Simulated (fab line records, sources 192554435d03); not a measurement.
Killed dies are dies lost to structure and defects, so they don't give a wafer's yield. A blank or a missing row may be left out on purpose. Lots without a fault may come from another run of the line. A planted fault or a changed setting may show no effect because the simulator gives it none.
Chamber matching | flow n5_finfet | N5_BEOL_M2_ETCH_63 on rie_diel-05: 4 sister chambers
The step etches SiARC in CF4, target depth 15.6 nm, time 26 s. 4 wafers are shown with their chamber, then 10 later ones without.

WAFERS WITH THEIR CHAMBER
wafer  | chamber | drypump_motor_current_A (A)
L086.6 | 0       | 5.1
L087.5 | 2       | 6.7
L090.1 | 1       | 5.8
L090.3 | 3       | 4.9

WAFERS WITHOUT THEIR CHAMBER
wafer  | drypump_motor_current_A (A)
L090.5 | 5.8
L092.1 | 5.8
L092.2 | 5.1
L092.4 | 6.7
L094.3 | 5.0
L094.4 | 5.0
L094.6 | 5.0
L096.4 | 5.0
L096.5 | 6.7
L096.6 | 5.8

WHICH CHAMBER EACH WENT THROUGH
wafer  | from the rows above     | in truth
L090.5 | 1                       | 1
L092.1 | 1                       | 1
L092.2 | 0                       | 0
L092.4 | 2                       | 2
L094.3 | can't be placed: 0 or 3 | 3
L094.4 | can't be placed: 0 or 3 | 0
L094.6 | can't be placed: 0 or 3 | 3
L096.4 | can't be placed: 0 or 3 | 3
L096.5 | 2                       | 2
L096.6 | 1                       | 1
Placed correctly: 6 of 10. Can't be placed from these rows: 4 (the true chamber is among the candidates in 4). Placed wrongly: 0.
How it was worked out, from the rows above alone: a wafer's distance from a chamber is the root of the sum, over the readings, of the square of ((its reading less the chamber's mean) divided by the reading's scatter). The wafer belongs to the nearest chamber; if the next one is less than 2 further off, it can't be placed. A chamber's mean is the mean of its shown wafers. The scatter: with one shown wafer a chamber, the root of the mean of the squares of how far each hidden wafer lies from its nearest shown one.
